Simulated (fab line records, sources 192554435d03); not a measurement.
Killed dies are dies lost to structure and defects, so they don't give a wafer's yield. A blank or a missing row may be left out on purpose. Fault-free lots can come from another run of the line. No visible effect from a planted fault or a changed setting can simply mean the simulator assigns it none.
fab line records -- flow n5-finfet
record lots=9, wafers=27, last-day=17
route steps=1938 shown BEOL_M4@1039 PASSIVATION@1936
lots that met no fault: from a run of the same line without faults
start-h: start of the lot's first displayed wafer, in hours after the record's first day -- wait-h: how many hours have passed since the lot's step before this one -- " identical to the entry in the row above -- L1.1+2: one row covering several wafers at once -- - either no value or no given start -- * or withheld: withheld -- < > ~ a bound
route shown NAME@n: NAME is a module with steps in the file, n the number in the route of the first one -- usual: the fault-free wafers' mean and standard deviation -- same: alike in all rows -- chamber/n: place in a boat -- sites: the reading at each site -- _std_site: standard deviation across them -- _edge_site: outer sites' mean less inner sites' -- radius-mm: how far each site lies from the wafer's centre -- mask NAME#n: copy n -- behind: the last tool/chamber to shape the wafer -- hold: what put the lot on hold/how long, in hours/how the hold closed -- device: transistor that didn't switch, given as n, p or np -- end of line: at the end of the route, the tests of the same wafers -- where a step has no rows: the recipe by itself -- killed: not the wafer's yield, but the dies lost to structure and defects at the first sort -- map: a wafer's dies, x killed, . not, _ none there
set.NAME: the setting as run; set.NAME@STEP: as run at that earlier step -- model.NAME: the simulator's own value behind a step, which no gauge read
route steps across a sampled set of lots; one table per step, one row per wafer
services: from which hour (start-h, from the record's first day; less than 0 if before it) a tool's chamber was out of use, for how many hours, and why
## steps
# step N5_BEOL_M4_ETCH_63
# recipe chemistry=CF4, target=SiARC, target-depth-a=156, mask-material=CAR-EUV, time-s=26, ion-energy-ev=80, pressure-mtorr=40, source-w=545, bias-w=36, Ar_flow_sccm=100, cf4-flow-sccm=100, ends=cleared
# usual drypump-motor-current-A=5.6/0.44, etch-rf-on-time-s=25.8/0.41, oes-product-au=0.68/0.066, rf-vpp-V=184.0/1.2, showerhead-plenum-p-Torr=2.14/0.075, throttle-valve-pct=15.61/0.25
lot.wafer,tool,chamber,start-h,wait-h,drypump-motor-current-A,etch-rf-on-time-s,oes-product-au,rf-hours-counter-h,rf-vpp-V,showerhead-plenum-p-Torr,throttle-valve-pct
L896.3,rie-diel-01,2,184.00,0.0,5.3,25.8,0.66,117,183.1,2.07,15.42
L896.4,rie-diel-01,0,184.00,0.0,6.2,26.6,0.59,227,184.0,2.12,16.05
L896.6,rie-diel-01,2,184.00,0.0,5.3,25.8,0.67,-,184.8,2.07,15.43
L897.3,rie-diel-01,1,191.17,0.0,5.6,26.1,0.59,229,183.0,2.12,15.82
L897.5,rie-diel-01,0,191.17,0.0,6.2,26.3,0.59,-,183.5,2.12,16.04
L897.6,rie-diel-01,3,191.17,0.0,5.3,26.1,0.69,-,183.7,2.07,15.24
L898.2,rie-diel-06,0,200.30,0.0,4.8,25.7,0.72,68,185.5,2.25,15.72
L898.3,rie-diel-06,1,200.30,0.0,6.3,26.1,0.73,48,184.9,2.26,15.63
L898.4,rie-diel-06,2,200.30,0.0,5.8,26.5,0.60,218,184.8,2.12,15.89
L901.2,rie-diel-06,0,220.50,0.0,4.8,25.8,0.71,75,186.1,2.25,15.75
L901.4,rie-diel-06,1,220.50,0.0,6.2,26.1,0.72,-,184.8,2.26,15.63
L901.5,rie-diel-06,2,220.50,0.0,5.8,25.8,0.60,-,184.1,2.12,15.91
L903.2,rie-diel-06,2,230.92,0.0,5.8,26.3,0.59,230,183.4,2.12,15.91
L903.3,rie-diel-06,1,230.92,0.0,6.2,26.2,0.72,59,185.3,2.26,15.64
L903.6,rie-diel-06,1,230.92,0.0,6.2,26.1,0.71,-,185.0,2.26,15.65
L904.1,rie-diel-06,0,234.11,0.0,4.8,25.5,0.71,81,184.4,2.25,15.73
L904.3,rie-diel-06,2,234.11,0.0,5.8,25.9,0.60,232,183.8,2.12,15.91
L904.6,rie-diel-06,1,234.11,0.0,6.3,25.6,0.72,-,184.5,2.26,15.66
L910.1,rie-diel-01,2,267.10,0.0,5.3,25.6,0.65,148,183.4,2.06,15.49
L910.3,rie-diel-01,3,267.10,0.0,5.4,26.0,0.67,130,182.4,2.06,15.29
L910.4,rie-diel-01,0,267.10,0.0,6.2,25.1,0.85,-,183.3,2.11,15.60
L908.2,rie-diel-05,0,269.31,0.0,5.5,25.9,0.71,69,183.1,2.09,15.41
L908.5,rie-diel-05,3,269.31,0.0,5.0,25.3,0.72,-,185.8,2.26,15.48
L908.6,rie-diel-05,2,269.31,0.0,5.6,25.0,0.71,-,184.0,2.07,15.84
L913.1,rie-diel-05,0,291.40,0.0,5.5,25.8,0.70,76,182.7,2.09,15.42
L913.4,rie-diel-05,1,291.40,0.0,6.1,25.3,0.74,58,185.8,2.17,15.35
L913.5,rie-diel-05,3,291.40,0.0,5.0,25.8,0.71,-,185.9,2.25,15.51
# step N5_BEOL_M4_EXPOSE_25
# recipe mask-id=V3, na=0.33, source-shape=quasar, sigma-inner=0.2, sigma-outer=0.8, polarization=unpolarized, defocus-nm=5, dose-mj=63
# usual exposure-dose-mJ-cm2=62.89/0.14
lot.wafer,tool,chamber,start-h,wait-h,mask,exposure-dose-mJ-cm2
L896.3,euv-scanner-02,0,184.70,-,V3#0,62.71
L896.4,euv-scanner-02,0,184.70,-,V3#0,62.70
L896.6,euv-scanner-02,0,184.70,-,V3#0,62.79
L897.3,euv-scanner-02,0,191.84,-,V3#0,62.73
L897.5,euv-scanner-02,0,191.84,-,V3#0,62.75
L897.6,euv-scanner-02,0,191.84,-,V3#0,62.78
L898.2,euv-scanner-01,0,200.99,-,V3#0,63.03
L898.3,euv-scanner-01,0,200.99,-,V3#0,62.95
L898.4,euv-scanner-01,0,200.99,-,V3#0,63.03
L901.2,euv-scanner-02,0,221.19,-,V3#0,62.83
L901.4,euv-scanner-02,0,221.19,-,V3#0,62.79
L901.5,euv-scanner-02,0,221.19,-,V3#0,62.82
L903.2,euv-scanner-02,0,231.61,-,V3#0,62.80
L903.3,euv-scanner-02,0,231.61,-,V3#0,62.76
L903.6,euv-scanner-02,0,231.61,-,V3#0,62.80
L904.1,euv-scanner-02,0,234.67,-,V3#0,62.66
L904.3,euv-scanner-02,0,234.67,-,V3#0,62.75
L904.6,euv-scanner-02,0,234.67,-,V3#0,62.76
L910.1,euv-scanner-01,0,267.79,-,V3#0,63.09
L910.3,euv-scanner-01,0,267.79,-,V3#0,63.00
L910.4,euv-scanner-01,0,267.79,-,V3#0,63.10
L908.2,euv-scanner-02,0,270.00,-,V3#0,62.70
L908.5,euv-scanner-02,0,270.00,-,V3#0,62.65
L908.6,euv-scanner-02,0,270.00,-,V3#0,62.75
L913.1,euv-scanner-02,0,292.15,-,V3#0,62.74
L913.4,euv-scanner-02,0,292.15,-,V3#0,62.81
L913.5,euv-scanner-02,0,292.15,-,V3#0,62.80
# step N5_BEOL_M4_OVL_MEAS_29
# recipe points-per-wafer=522
# usual V3_OVL=0.0/0.65
lot.wafer,tool,chamber,start-h,wait-h,V3_OVL[nm]
L896.3,overlay-01,0,184.87,0.0,-1.7
L896.4,overlay-01,0,184.87,0.0,0.2
L896.6,overlay-01,0,184.87,0.0,-1.3
L897.3,overlay-02,0,192.01,0.0,0.7
L897.5,overlay-02,0,192.01,0.0,0.4
L897.6,overlay-02,0,192.01,0.0,-0.6
L898.2,overlay-01,0,201.16,0.0,-0.4
L898.3,overlay-01,0,201.16,0.0,0.8
L898.4,overlay-01,0,201.16,0.0,-0.2
L901.2,overlay-01,0,221.36,0.0,1.2
L901.4,overlay-01,0,221.36,0.0,2.1
L901.5,overlay-01,0,221.36,0.0,0.2
L903.2,overlay-02,0,231.78,0.0,0.7
L903.3,overlay-02,0,231.78,0.0,0.7
L903.6,overlay-02,0,231.78,0.0,1.1
L904.1,overlay-02,0,234.84,0.0,0.3
L904.3,overlay-02,0,234.84,0.0,0.2
L904.6,overlay-02,0,234.84,0.0,0.1
L910.1,overlay-02,0,267.96,0.0,-0.7
L910.3,overlay-02,0,267.96,0.0,-0.3
L910.4,overlay-02,0,267.96,0.0,-0.6
L908.2,overlay-02,0,270.18,0.0,12.1
L908.5,overlay-02,0,270.18,0.0,11.6
L908.6,overlay-02,0,270.18,0.0,12.3
L913.1,overlay-02,0,292.32,0.0,11.0
L913.4,overlay-02,0,292.32,0.0,11.7
L913.5,overlay-02,0,292.32,0.0,11.1
# step N5_BEOL_M4_INSPECT_30
# recipe mode=adi, inspect-instrument=brightfield
# usual raw-defect-count=412/110
lot.wafer,tool,chamber,start-h,wait-h,raw-defect-count
L896.3,defect-inspect-02,-,184.91,0.0,389
L896.4,defect-inspect-02,-,184.91,0.0,338
L896.6,defect-inspect-02,-,184.91,0.0,424
L897.3,defect-inspect-02,-,192.06,0.0,407
L897.5,defect-inspect-02,-,192.06,0.0,394
L897.6,defect-inspect-02,-,192.06,0.0,290
L898.2,defect-inspect-01,-,201.22,0.0,348
L898.3,defect-inspect-01,-,201.22,0.0,321
L898.4,defect-inspect-01,-,201.22,0.0,313
L901.2,defect-inspect-02,-,221.41,0.0,494
L901.4,defect-inspect-02,-,221.41,0.0,509
L901.5,defect-inspect-02,-,221.41,0.0,688
L903.2,defect-inspect-01,-,231.83,0.0,476
L903.3,defect-inspect-01,-,231.83,0.0,406
L903.6,defect-inspect-01,-,231.83,0.0,632
L904.1,defect-inspect-02,-,234.90,0.1,493
L904.3,defect-inspect-02,-,234.90,0.1,515
L904.6,defect-inspect-02,-,234.90,0.1,476
L910.1,defect-inspect-01,-,268.02,0.1,254
L910.3,defect-inspect-01,-,268.02,0.1,373
L910.4,defect-inspect-01,-,268.02,0.1,463
L908.2,defect-inspect-02,-,270.23,0.0,600
L908.5,defect-inspect-02,-,270.23,0.0,585
L908.6,defect-inspect-02,-,270.23,0.0,322
L913.1,defect-inspect-02,-,292.38,0.1,460
L913.4,defect-inspect-02,-,292.38,0.1,343
L913.5,defect-inspect-02,-,292.38,0.1,330
# step N5_BEOL_M4_ETCH_41
# recipe chemistry=CH3F/O2, target=SiCN, target-depth-a=299, taper-deg=2, time-s=52.5, ion-energy-ev=120, mask-material=TiN, pressure-mtorr=30, source-w=395, bias-w=75, Ar_flow_sccm=150, CH3F_flow_sccm=30, O2_flow_sccm=20
# usual drypump-motor-current-A=5.6/0.44, oes-product-au=0.79/0.075, rf-vpp-V=297.2/1.6, showerhead-plenum-p-Torr=2.00/0.071, throttle-valve-pct=16.32/0.26
lot.wafer,tool,chamber,start-h,wait-h,drypump-motor-current-A,oes-product-au,rf-hours-counter-h,rf-vpp-V,showerhead-plenum-p-Torr,throttle-valve-pct
L896.3,rie-diel-01,3,-,-,5.3,0.80,99,295.7,1.94,15.97
L896.4,rie-diel-01,0,-,-,6.2,0.69,228,298.5,1.98,16.77
L896.6,rie-diel-01,3,-,-,5.3,0.80,-,295.2,1.94,15.96
L897.3,rie-diel-05,3,-,-,5.0,0.89,31,300.0,2.13,16.17
L897.5,rie-diel-05,2,-,-,5.7,0.85,-,296.1,1.94,16.50
L897.6,rie-diel-05,1,-,-,6.1,0.90,-,298.2,2.03,15.94
L898.2,rie-diel-01,1,-,-,5.7,0.68,234,297.0,1.98,16.53
L898.3,rie-diel-01,0,-,-,6.2,0.69,234,295.1,1.98,16.79
L898.4,rie-diel-01,3,-,-,5.4,0.80,105,295.9,1.93,15.97
L901.2,rie-diel-01,1,-,-,5.6,0.68,240,296.5,1.98,16.53
L901.4,rie-diel-01,2,-,-,5.3,0.77,130,295.5,1.92,16.12
L901.5,rie-diel-01,2,-,-,5.3,0.77,-,296.1,1.92,16.13
L903.2,rie-diel-05,2,-,-,5.7,0.84,88,296.8,1.94,16.52
L903.3,rie-diel-05,1,-,-,6.1,0.88,37,299.1,2.03,15.99
L903.6,rie-diel-05,1,-,-,6.1,0.88,-,296.8,2.03,15.99
L904.1,rie-diel-06,2,-,-,5.8,0.70,232,295.4,1.97,16.58
L904.3,rie-diel-06,1,-,-,6.3,0.85,61,300.5,2.12,16.40
L904.6,rie-diel-06,1,-,-,6.2,0.85,-,299.4,2.12,16.42
L910.1,rie-diel-01,2,-,-,5.3,0.75,150,296.7,1.91,16.16
L910.3,rie-diel-01,3,-,-,5.3,0.78,132,293.6,1.92,16.01
L910.4,rie-diel-01,2,-,-,5.2,0.74,-,295.2,1.91,16.17
L908.2,rie-diel-05,2,-,-,5.7,0.82,103,296.2,1.93,16.57
L908.5,rie-diel-05,0,-,-,5.5,0.82,-,295.7,1.94,16.10
L908.6,rie-diel-05,3,-,-,5.0,0.83,-,299.0,2.12,16.23
L913.1,rie-diel-05,3,-,-,5.0,0.84,70,299.3,2.11,16.22
L913.4,rie-diel-05,1,-,-,6.1,0.85,62,297.6,2.02,16.04
L913.5,rie-diel-05,2,-,-,5.7,0.82,-,294.6,1.93,16.57
# step N5_BEOL_M4_RC_MEAS_101
# usual DIBL_N=35.7/1.3, DIBL_P=35.4/1.8, IOFF_N=0.152/0.027, IOFF_P=0.20/0.034, ION_N=672/9.8, ION_P=461/7.5, SS_N=71.4/0.55, SS_P=73.1/0.61, VT_N=251/3.3, VT_P=-251/3.6
lot.wafer,tool,chamber,start-h,wait-h,DIBL_N[mV/V],DIBL_P[mV/V],IOFF_N[nA/um],IOFF_P[nA/um],ION_N[uA/um],ION_P[uA/um],SS_N[mV/dec],SS_P[mV/dec],VT_N[mV],VT_P[mV]
L896.3,prober-02,0,194.45,0.3,35.6,36.1,0.174,0.24,679,472,71.7,73.4,247,-243
L896.4,prober-02,0,194.45,0.3,38.0,39.5,0.237,0.32,694,484,72.4,73.6,243,-242
L896.6,prober-02,0,194.45,0.3,37.0,37.8,0.203,0.27,691,481,71.8,73.5,243,-243
L897.3,prober-02,0,200.58,0.3,35.7,36.7,0.162,0.23,680,468,71.3,72.6,247,-247
L897.5,prober-02,0,200.58,0.3,35.7,36.7,0.163,0.23,678,467,71.4,72.1,247,-248
L897.6,prober-02,0,200.58,0.3,35.1,36.3,0.152,0.22,678,467,71.0,73.0,249,-247
L898.2,prober-02,0,209.83,0.2,36.0,36.9,0.162,0.21,676,465,72.1,73.2,247,-251
L898.3,prober-02,0,209.83,0.2,35.9,36.5,0.157,0.20,682,459,71.7,72.6,248,-250
L898.4,prober-02,0,209.83,0.2,35.6,35.6,0.153,0.20,674,462,71.3,73.1,248,-250
L901.2,prober-02,0,227.33,0.2,37.7,38.4,0.186,0.26,680,466,72.5,74.4,250,-245
L901.4,prober-02,0,227.33,0.2,35.7,35.6,0.148,0.22,662,463,71.3,73.1,250,-248
L901.5,prober-02,0,227.33,0.2,34.8,34.8,0.139,0.21,677,465,70.7,73.3,250,-248
L903.2,prober-02,0,240.16,0.2,35.2,34.3,0.139,0.16,649,445,71.2,73.1,252,-256
L903.3,prober-02,0,240.16,0.2,34.1,33.3,0.125,0.15,659,449,70.1,73.0,251,-256
L903.6,prober-02,0,240.16,0.2,35.6,35.7,0.146,0.17,653,445,71.2,73.2,254,-256
L904.1,prober-02,0,241.33,0.2,34.1,33.8,0.115,0.16,656,450,71.3,72.5,254,-253
L904.3,prober-02,0,241.33,0.2,35.7,35.6,0.138,0.18,673,454,72.0,72.6,254,-255
L904.6,prober-02,0,241.33,0.2,36.3,36.0,0.146,0.19,661,452,71.7,73.2,253,-254
L910.1,prober-01,0,275.44,0.0,35.3,34.9,0.143,0.18,676,459,71.4,72.9,252,-253
L910.3,prober-01,0,275.44,0.0,34.3,33.2,0.123,0.17,666,457,70.4,72.6,254,-254
L910.4,prober-01,0,275.44,0.0,34.0,33.3,0.126,0.18,667,460,70.9,72.6,252,-252
L908.2,prober-01,0,279.11,0.2,34.7,33.2,0.143,0.19,674,463,72.2,73.0,252,-249
L908.5,prober-01,0,279.11,0.2,33.4,31.7,0.122,0.17,666,462,71.8,73.3,254,-251
L908.6,prober-01,0,279.11,0.2,35.4,35.0,0.164,0.21,676,469,72.1,73.5,252,-249
L913.1,prober-01,0,308.16,0.0,34.3,34.6,0.123,0.18,663,458,71.2,72.0,253,-252
L913.4,prober-01,0,308.16,0.0,36.4,36.6,0.150,0.20,673,464,71.5,73.5,250,-250
L913.5,prober-01,0,308.16,0.0,35.3,35.2,0.124,0.17,667,456,71.2,72.7,253,-251
# step N5_PASSIVATION_PROBE_49
# usual defect-limited-yield=91.5/1.3, killed_at_M0_to_M3=33/11, killed_at_M4_up=14/5.3, killed-at-contacts=11/6.3, killed-at-front-end=38/10, killed-at-other=3.7/2.8, killed-dies=101/16, killed-on-rim=13/3.4, killed-open=67/12, killed-short=32/7.4, sort_bin_5_function=5.0/0.86, sort_bin_6_memory=3.2/0.69, sort-n-pass=1079/16, sort-yield-pct=91.5/1.3
# same gross-dies=1180, killed-at-back-side=0, sort_bin_4_leakage[%]=0, sort_bin_8_speed[%]=0
lot.wafer,tool,chamber,start-h,wait-h,defect-limited-yield[%],killed_at_M0_to_M3,killed_at_M4_up,killed-at-contacts,killed-at-front-end,killed-at-other,killed-dies,killed-on-rim,killed-open,killed-short,sort_bin_5_function[%],sort_bin_6_memory[%],sort-n-pass,sort-yield-pct[%]
L901.2,prober-02,-,333.15,0.1,90.9,22,11,12,61,1,107,14,73,33,4.8,4.0,1073,90.9
L901.4,prober-02,-,333.25,0.2,92.2,29,15,8,34,6,92,20,69,19,4.8,2.9,1088,92.2
L901.5,prober-02,-,333.30,0.2,90.8,25,21,11,46,5,108,15,77,28,5.3,3.5,1072,90.8
L903.2,prober-01,-,347.54,0.1,89.9,47,10,14,42,6,119,15,76,40,5.6,3.9,1061,89.9
L903.3,prober-01,-,347.59,0.1,88.3,53,19,12,51,3,138,14,94,43,7.5,4.0,1042,88.3
L904.1,prober-02,-,350.45,0.0,91.9,27,12,4,49,4,96,12,57,38,5.0,2.7,1084,91.9
L904.3,prober-02,-,350.55,0.1,93.8,31,11,1,24,6,73,8,44,28,4.0,2.2,1107,93.8
L904.6,prober-02,-,350.70,0.3,92.6,25,18,5,36,3,87,8,55,31,4.3,2.9,1093,92.6
L908.2,prober-02,-,381.80,0.1,22.8,36,823,3,39,10,911,115,55,42,41.8,2.7,269,22.8
L908.5,prober-02,-,381.95,0.2,24.6,37,794,9,43,7,890,120,66,41,37.4,3.6,290,24.6
L908.6,prober-02,-,382.00,0.3,16.3,24,893,22,46,3,988,125,73,37,41.9,3.4,192,16.3
L913.1,prober-01,-,408.42,0.0,7.8,39,982,7,57,3,1088,143,97,24,44.7,4.6,92,7.8
L913.4,prober-01,-,408.57,0.2,10.1,29,976,8,44,4,1061,136,66,31,46.2,3.2,119,10.1
L913.5,prober-01,-,408.62,0.2,32.4,15,720,13,45,5,798,102,53,36,34.2,3.1,382,32.4
# killed by level:class
L901.2 STI_FIN_REVEAL:geometric-particle:open=26 FIN_SAQP:geometric-particle:open=9 MOL_CONTACT_COAG:geometric-particle:open=8 STI_FIN_REVEAL:geometric-particle:short=6 GATE_CUT:geometric-particle:short=6 BEOL_M2:geometric-particle:open=6 BEOL_M7:geometric-particle:open=4 FIN_SAQP:geometric-particle:short=3
L901.4 STI_FIN_REVEAL:geometric-particle:open=14 BEOL_M2:geometric-particle:open=10 MOL_CONTACT_COAG:geometric-particle:open=7 BEOL_M4:geometric-particle:open=7 BEOL_M3:geometric-particle:open=4 GATE_CUT:geometric-particle:open=3 BEOL_M0_SAQP:geometric-particle:short=3 BEOL_M0_SAQP:geometric-particle:open=3
L901.5 BEOL_M4:geometric-particle:open=14 STI_FIN_REVEAL:geometric-particle:open=11 BEOL_M3:geometric-particle:open=9 MOL_CONTACT_COAG:geometric-particle:open=8 DUMMY_GATE:geometric-particle:open=6 FIN_SAQP:geometric-particle:short=5 GATE_CUT:geometric-particle:short=4 BEOL_M2:geometric-particle:open=4
L903.2 STI_FIN_REVEAL:geometric-particle:open=16 BEOL_M0_SAQP:geometric-particle:open=15 MOL_CONTACT_COAG:geometric-particle:open=13 BEOL_M2:geometric-particle:open=8 FIN_SAQP:geometric-particle:short=7 BEOL_M0_SAQP:geometric-particle:short=7 BEOL_M1:geometric-particle:open=6 BEOL_M3:geometric-particle:open=4
L903.3 STI_FIN_REVEAL:geometric-particle:open=20 MOL_CONTACT_COAG:geometric-particle:open=11 BEOL_M0_SAQP:geometric-particle:short=11 BEOL_M1:geometric-particle:open=11 BEOL_M0_SAQP:geometric-particle:open=10 BEOL_M1:geometric-particle:short=8 STI_FIN_REVEAL:geometric-particle:short=6 BEOL_M2:geometric-particle:open=6
L904.1 FIN_SAQP:geometric-particle:short=14 BEOL_M3:geometric-particle:open=11 STI_FIN_REVEAL:geometric-particle:open=8 GATE_CUT:geometric-particle:short=8 BEOL_M0_SAQP:geometric-particle:open=5 FIN_SAQP:geometric-particle:open=4 MOL_CONTACT_COAG:geometric-particle:open=4 BEOL_M4:geometric-particle:open=4
L904.3 BEOL_M1:geometric-particle:open=10 BEOL_M0_SAQP:geometric-particle:open=8 DUMMY_GATE:geometric-particle:open=7 BEOL_M4:geometric-particle:open=6 FIN_SAQP:geometric-particle:short=5 BEOL_M3:geometric-particle:open=5 PAD_METAL:geometric-particle:short=4 BEOL_M1:geometric-particle:short=3
L904.6 BEOL_M4:geometric-particle:open=11 FIN_SAQP:geometric-particle:short=8 BEOL_M2:geometric-particle:open=8 GATE_CUT:geometric-particle:short=7 FIN_SAQP:geometric-particle:open=5 DUMMY_GATE:geometric-particle:open=5 MOL_CONTACT_COAG:geometric-particle:open=5 BEOL_M0_SAQP:geometric-particle:open=5
L908.2 BEOL_M4:overlay=814 BEOL_M0_SAQP:geometric-particle:short=8 BEOL_M1:geometric-particle:open=7 FIN_SAQP:geometric-particle:short=6 BEOL_M1:geometric-particle:short=6 FIN_SAQP:geometric-particle:open=5 BEOL_M0_SAQP:geometric-particle:open=5 BEOL_M3:geometric-particle:open=5
L908.5 BEOL_M4:overlay=781 BEOL_M3:geometric-particle:open=16 STI_FIN_REVEAL:geometric-particle:open=9 FIN_SAQP:geometric-particle:open=8 BEOL_M4:geometric-particle:open=7 GATE_CUT:geometric-particle:short=6 MIM_TOP:geometric-particle:short=6 FIN_SAQP:geometric-particle:short=5
L908.6 BEOL_M4:overlay=877 MOL_CONTACT_COAG:geometric-particle:open=19 FIN_SAQP:geometric-particle:short=10 STI_FIN_REVEAL:geometric-particle:open=7 FIN_SAQP:geometric-particle:open=6 GATE_CUT:geometric-particle:short=6 BEOL_M4:geometric-particle:open=6 BEOL_M1:geometric-particle:open=5
L913.1 BEOL_M4:overlay=965 FIN_SAQP:geometric-particle:open=31 BEOL_M1:geometric-particle:open=11 BEOL_M4:geometric-particle:open=10 FIN_SAQP:geometric-particle:short=9 BEOL_M3:geometric-particle:open=7 STI_FIN_REVEAL:geometric-particle:open=7 MOL_CONTACT_COAG:geometric-particle:open=7
L913.4 BEOL_M4:overlay=963 FIN_SAQP:geometric-particle:open=12 BEOL_M0_SAQP:geometric-particle:open=8 STI_FIN_REVEAL:geometric-particle:open=7 BEOL_M0_SAQP:geometric-particle:short=6 MOL_CONTACT_COAG:geometric-particle:open=5 BEOL_M2:geometric-particle:open=5 DUMMY_GATE:geometric-particle:open=4
L913.5 BEOL_M4:overlay=708 DUMMY_GATE:geometric-particle:open=10 MOL_CONTACT_COAG:geometric-particle:open=7 BEOL_M2:geometric-particle:open=7 BEOL_M4:geometric-particle:short=6 MOL_CONTACT_COAG:geometric-particle:short=6 FIN_SAQP:geometric-particle:open=5 GATE_CUT:geometric-particle:short=5
## services
tool,chamber,start-h,hours,kind
euv-scanner-01,-,163.87,1.1,repair
euv-scanner-02,-,182.26,1.0,pm
rie-diel-06,-,186.01,2.8,pm
euv-scanner-02,-,190.35,0.1,repair
euv-scanner-02,0,192.41,-,calibration
rie-diel-06,2,193.07,5.0,repair
euv-scanner-02,-,194.88,0.3,repair
euv-scanner-01,-,198.16,1.0,pm
euv-scanner-02,-,199.17,6.2,pm
euv-scanner-02,-,221.81,1.0,pm
euv-scanner-01,-,244.81,4.6,pm
rie-diel-01,0,246.77,-,clean
rie-diel-01,0,246.77,-,consumable-replace:focus-ring
rie-diel-01,0,246.77,17.1,scheduled-down
rie-diel-01,0,246.77,17.1,vent-cycle
rie-diel-06,0,248.46,12.2,repair
rie-diel-06,2,253.30,11.7,repair
euv-scanner-01,-,254.31,1.0,pm
rie-diel-01,1,263.83,-,clean
rie-diel-01,1,263.83,-,consumable-replace:focus-ring
rie-diel-01,1,263.83,23.1,scheduled-down
euv-scanner-02,-,276.16,4.0,repair
euv-scanner-02,-,280.18,1.0,pm
euv-scanner-02,-,302.59,0.9,repair
## key
first-sign step=N5_BEOL_M4_OVL_MEAS_29, reading=V3_OVL, direction=up, sigmas=18, usual=0.0, struck=11.6
effect step=N5_PASSIVATION_PROBE_49, reading=killed_at_M4_up, direction=up, sigmas=99+, usual=14, struck=865
more-kills-born-at N5_BEOL_M4_EXPOSE_25@euv-scanner-02=5108
met-at N5_BEOL_M4_EXPOSE_25
struck-lots L908,L913
not-acting-at N5_BEOL_M4_ETCH_63,N5_BEOL_M4_INSPECT_30,N5_BEOL_M4_ETCH_41
onset-between 234.67 270.00
also-fits time
fault kind=scanner-matching-overlay, tool=euv-scanner-02, chamber=-, onset-h=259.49, steps=N5_BEOL_M4_EXPOSE_25, offset=11.467
